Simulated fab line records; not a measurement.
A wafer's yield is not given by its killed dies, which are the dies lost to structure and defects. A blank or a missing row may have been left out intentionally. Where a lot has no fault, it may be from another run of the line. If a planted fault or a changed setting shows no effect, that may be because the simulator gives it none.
Matching of chambers | flow n5_finfet | N5_HKMG_FIN_ALD_71 on ald_metal-01: 4 sister chambers
The step deposits TiN, target thk 1 nm, pulse time 1 s, purge time 3 s. 4 wafers are shown with their chamber, then 8 later ones without.

== WAFERS WITH THEIR CHAMBER ==
wafer  | chamber | heater_power_w (W)
L090.2 | 0       | 1071
L090.5 | 1       | 808
L090.6 | 2       | 1015
L094.2 | 3       | 964

== WAFERS MISSING THEIR CHAMBER ==
wafer  | heater_power_w (W)
L094.3 | 999
L094.5 | 1000
L095.2 | 1021
L095.4 | 826
L095.5 | 1058
L097.3 | 938
L097.4 | 1058
L097.6 | 945

== EACH ONE'S CHAMBER ==
wafer  | from the rows above     | in truth
L094.3 | can't be placed: 2 or 3 | 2
L094.5 | can't be placed: 2 or 3 | 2
L095.2 | 2                       | 2
L095.4 | 1                       | 1
L095.5 | can't be placed: 0 or 2 | 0
L097.3 | 3                       | 3
L097.4 | can't be placed: 0 or 2 | 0
L097.6 | 3                       | 3
4 of 8 placed correctly. Can't be placed from these rows: 4 (the true chamber is among the candidates in 4). 0 placed wrongly.
How it was worked out, from the rows above alone: a wafer's distance from a chamber is the root of the sum, over the readings, of the square of ((its reading less the chamber's mean) divided by the reading's scatter). If the next closest chamber is less than 2 further off than the closest, the wafer can't be placed; otherwise it belongs to the closest. The mean given for a chamber averages the wafers shown for that chamber. The scatter (one wafer shown for each chamber): square how far every hidden wafer sits from the nearest shown wafer, average those squares and take the square root.
